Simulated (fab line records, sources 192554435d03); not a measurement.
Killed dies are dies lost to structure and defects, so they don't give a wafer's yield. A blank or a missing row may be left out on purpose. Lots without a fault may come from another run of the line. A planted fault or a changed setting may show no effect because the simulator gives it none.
Which tool did it? | flow n5_finfet | 24 lots, 72 wafers sampled, at 3 steps of a route of 1938

WHAT THE GAUGES READ, wafer by wafer
N5_BEOL_M6_CD_MEAS_28: target cd 40 nm. Usual: cd_nm 39.98 nm, standard deviation 0.21.
lot  | measured     | on        | cd_nm (nm)        | flag
L075 | day 9 14:50  | cd_sem-01 | 39.64 39.91 39.70 |
L074 | day 9 18:02  | cd_sem-02 | 40.24 39.79 40.41 |
L076 | day 10 07:27 | cd_sem-01 | 40.14 40.26 39.79 |
L077 | day 10 14:25 | cd_sem-02 | 40.36 39.92 39.69 |
L078 | day 10 17:25 | cd_sem-02 | 39.77 40.08 39.91 |
L079 | day 10 19:36 | cd_sem-03 | 40.05 39.91 39.87 |
L080 | day 10 21:58 | cd_sem-02 | 39.87 39.83 40.21 |
L083 | day 11 01:53 | cd_sem-03 | 39.89 40.00 40.28 |
L081 | day 11 21:16 | cd_sem-02 | 40.27 40.06 39.94 |
L084 | day 12 06:58 | cd_sem-01 | 39.88 40.12 39.91 |
L082 | day 12 06:55 | cd_sem-03 | 39.69 40.17 39.88 |
L088 | day 12 11:21 | cd_sem-03 | 40.01 40.01 39.55 |
L085 | day 12 13:34 | cd_sem-02 | 39.62 39.96 39.80 |
L086 | day 13 01:44 | cd_sem-01 | 40.33 40.08 40.08 |
L087 | day 13 06:40 | cd_sem-03 | 39.91 40.19 40.02 |
L089 | day 13 14:55 | cd_sem-02 | 39.47 39.81 39.98 |
L090 | day 13 17:40 | cd_sem-03 | 40.05 40.25 39.66 |
L092 | day 13 17:28 | cd_sem-03 | 39.86 39.97 40.02 |
L091 | day 13 21:38 | cd_sem-03 | 39.95 39.60 39.60 |
L093 | day 14 04:44 | cd_sem-02 | 39.89 39.97 40.46 |
L094 | day 14 08:44 | cd_sem-02 | 39.96 40.06 39.96 |
L095 | day 14 18:31 | cd_sem-03 | 40.37 40.17 40.11 |
L096 | day 15 12:25 | cd_sem-03 | 40.02 40.38 40.15 |
L097 | day 15 17:14 | cd_sem-02 | 40.26 39.75 39.88 |

WHICH TOOL RAN EACH LOT (tool, then ch and the chambers of the sampled wafers, then the start)
lot  | N5_BEOL_M6_HM_DEP_02         | N5_BEOL_M6_STRIP_19
L075 | pvd_sputter-02, day 9 12:26  | rie_diel-03 ch 0,2,3, day 9 13:24
L074 | pvd_sputter-01, day 9 15:44  | rie_diel-06 ch 1,2,3, day 9 17:00
L076 | pvd_sputter-03, day 10 05:16 | rie_diel-01 ch 0,1, day 10 06:07
L077 | pvd_sputter-03, day 10 12:34 | rie_diel-01 ch 0,1,3, day 10 13:55
L078 | pvd_sputter-03, day 10 14:38 | rie_diel-06 ch 0,1,2, day 10 15:32
L079 | pvd_sputter-03, day 10 18:15 | rie_diel-01 ch 0,1,2, day 10 19:13
L080 | pvd_sputter-01, day 10 20:14 | rie_diel-06 ch 0,1,2, day 10 21:11
L083 | pvd_sputter-01, day 10 23:08 | rie_diel-06 ch 2,3, day 11 00:06
L081 | pvd_sputter-01, day 11 19:21 | rie_diel-03 ch 1,2, day 11 20:44
L084 | pvd_sputter-01, day 12 04:11 | rie_diel-03 ch 0,1,3, day 12 05:02
L082 | pvd_sputter-02, day 12 05:29 | rie_diel-03 ch 0,2,3, day 12 06:20
L088 | pvd_sputter-03, day 12 09:23 | rie_diel-06 ch 1,2,3, day 12 10:51
L085 | pvd_sputter-03, day 12 12:08 | rie_diel-03 ch 0,1,2, day 12 13:09
L086 | pvd_sputter-03, day 12 23:58 | rie_diel-03 ch 1,2,3, day 13 01:13
L087 | pvd_sputter-01, day 13 04:52 | rie_diel-06 ch 0,1,2, day 13 06:10
L089 | pvd_sputter-02, day 13 11:09 | rie_diel-03 ch 1,2, day 13 12:08
L090 | pvd_sputter-02, day 13 15:15 | rie_diel-03 ch 0,1,2, day 13 16:22
L092 | pvd_sputter-03, day 13 16:09 | rie_diel-03 ch 0,2, day 13 17:00
L091 | pvd_sputter-01, day 13 18:44 | rie_diel-01 ch 0,1,3, day 13 19:43
L093 | pvd_sputter-02, day 13 22:01 | rie_diel-01 ch 0,1,3, day 13 23:07
L094 | pvd_sputter-03, day 14 07:07 | rie_diel-06 ch 0,1,3, day 14 07:58
L095 | pvd_sputter-01, day 14 15:44 | rie_diel-01 ch 0,1,3, day 14 16:42
L096 | pvd_sputter-01, day 15 10:43 | rie_diel-01 ch 1,2, day 15 11:52
L097 | pvd_sputter-01, day 15 13:44 | rie_diel-06 ch 1,2, day 15 15:09
- N5_BEOL_M6_HM_DEP_02: deposits TiN, target thk 20 nm.
- N5_BEOL_M6_STRIP_19: strips in O2.

WHAT THE TOOLS THEMSELVES READ (means of the sampled wafers that have a number; where no wafer has one, the mark that the record gives instead)
N5_BEOL_M6_HM_DEP_02. Usual: susceptor_temp_C 24.99 C, standard deviation 0.1; throttle_valve_pct 29.9 %, standard deviation 0.94.
lot  | tool           | susceptor_temp_C (C) | throttle_valve_pct (%) | flag
L075 | pvd_sputter-02 | 24.96                | 29.8                   |
L074 | pvd_sputter-01 | 25.02                | 29.6                   |
L076 | pvd_sputter-03 | 25.06                | 29.5                   |
L077 | pvd_sputter-03 | 25.06                | 29.2                   |
L078 | pvd_sputter-03 | 24.97                | 29.7                   |
L079 | pvd_sputter-03 | 25.02                | 28.9                   |
L080 | pvd_sputter-01 | 25.02                | 30.1                   |
L083 | pvd_sputter-01 | 24.89                | 29.3                   |
L081 | pvd_sputter-01 | 24.89                | 30.4                   |
L084 | pvd_sputter-01 | 24.81                | 29.6                   |
L082 | pvd_sputter-02 | 24.95                | 30.1                   |
L088 | pvd_sputter-03 | 24.96                | 30.8                   |
L085 | pvd_sputter-03 | 25.03                | 30.1                   |
L086 | pvd_sputter-03 | 25.03                | 29.7                   |
L087 | pvd_sputter-01 | 25.01                | 30.3                   |
L089 | pvd_sputter-02 | 25.03                | 30.2                   |
L090 | pvd_sputter-02 | 25.00                | 30.1                   |
L092 | pvd_sputter-03 | 25.09                | 28.5                   |
L091 | pvd_sputter-01 | 24.96                | 30.5                   |
L093 | pvd_sputter-02 | 25.13                | 29.8                   |
L094 | pvd_sputter-03 | 25.02                | 29.9                   |
L095 | pvd_sputter-01 | 24.94                | 30.0                   |
L096 | pvd_sputter-01 | 25.04                | 29.9                   |
L097 | pvd_sputter-01 | 24.97                | 30.4                   |

N5_BEOL_M6_STRIP_19. Usual: drypump_motor_current_A 5.7 A, standard deviation 0.41; oes_product_au 0.82 a.u., standard deviation 0.092; rf_vpp_V 3.6 V, standard deviation 0.65; showerhead_plenum_p_Torr 2.11 Torr, standard deviation 0.082; throttle_valve_pct 16.67 %, standard deviation 0.23.
lot  | tool        | drypump_motor_current_A (A) | oes_product_au (a.u.) | rf_vpp_V (V) | showerhead_plenum_p_Torr (Torr) | throttle_valve_pct (%) | flag
L075 | rie_diel-03 | 5.9                         | 0.81                  | 3.7          | 2.15                            | 16.64                  |
L074 | rie_diel-06 | 5.4                         | 0.93                  | 4.2          | 2.07                            | 16.45                  |
L076 | rie_diel-01 | 5.5                         | 0.72                  | 4.3          | 2.11                            | 16.87                  |
L077 | rie_diel-01 | 5.4                         | 0.72                  | 4.4          | 2.08                            | 16.91                  |
L078 | rie_diel-06 | 5.7                         | 0.86                  | 4.1          | 2.07                            | 16.46                  |
L079 | rie_diel-01 | 5.5                         | 0.71                  | 3.5          | 2.07                            | 16.95                  |
L080 | rie_diel-06 | 5.8                         | 0.86                  | 3.7          | 2.07                            | 16.46                  |
L083 | rie_diel-06 | 5.4                         | 0.91                  | 2.7          | 2.11                            | 16.57                  |
L081 | rie_diel-03 | 5.7                         | 0.91                  | 3.8          | 2.19                            | 16.63                  |
L084 | rie_diel-03 | 5.9                         | 0.82                  | 3.5          | 2.11                            | 16.66                  |
L082 | rie_diel-03 | 5.9                         | 0.79                  | 3.6          | 2.14                            | 16.68                  |
L088 | rie_diel-06 | 5.4                         | 0.88                  | 3.2          | 2.06                            | 16.49                  |
L085 | rie_diel-03 | 5.6                         | 0.84                  | 3.5          | 2.12                            | 16.69                  |
L086 | rie_diel-03 | 6.0                         | 0.86                  | 3.0          | 2.18                            | 16.60                  |
L087 | rie_diel-06 | 5.8                         | 0.83                  | 4.1          | 2.06                            | 16.50                  |
L089 | rie_diel-03 | 5.7                         | 0.91                  | 3.5          | 2.16                            | 16.63                  |
L090 | rie_diel-03 | 5.6                         | 0.83                  | 3.5          | 2.12                            | 16.73                  |
L092 | rie_diel-03 | 5.6                         | 0.81                  | 3.6          | 2.14                            | 16.74                  |
L091 | rie_diel-01 | 5.5                         | 0.79                  | 3.4          | 2.16                            | 16.83                  |
L093 | rie_diel-01 | 5.5                         | 0.78                  | 3.6          | 2.16                            | 16.83                  |
L094 | rie_diel-06 | 5.9                         | 0.80                  | 3.6          | 2.02                            | 16.62                  |
L095 | rie_diel-01 | 5.4                         | 0.77                  | 3.7          | 2.15                            | 16.82                  |
L096 | rie_diel-01 | 5.6                         | 0.91                  | 3.5          | 2.12                            | 16.60                  |
L097 | rie_diel-06 | 5.3                         | 0.85                  | 3.8          | 2.10                            | 16.45                  |

THE ANSWER, worked out from the rows above alone
Rule: a lot is off if the mean of its wafers that have a number lies more than 3 standard deviations from the usual mean. A lot without any number at a reading at which 4 lots or more have one is off too. The other lots that the step has rows for count as sound. The gauges are gone through in route order, then the tools' own readings, and for those a lot's mean is taken as printed above. The first step at which some lot is off is used, and at that step the reading that is off furthest; a lot without a number counts as furthest.
No lot is off at any reading shown: from this, nothing can be told.

WHAT THE SIMULATOR HAD PUT IN
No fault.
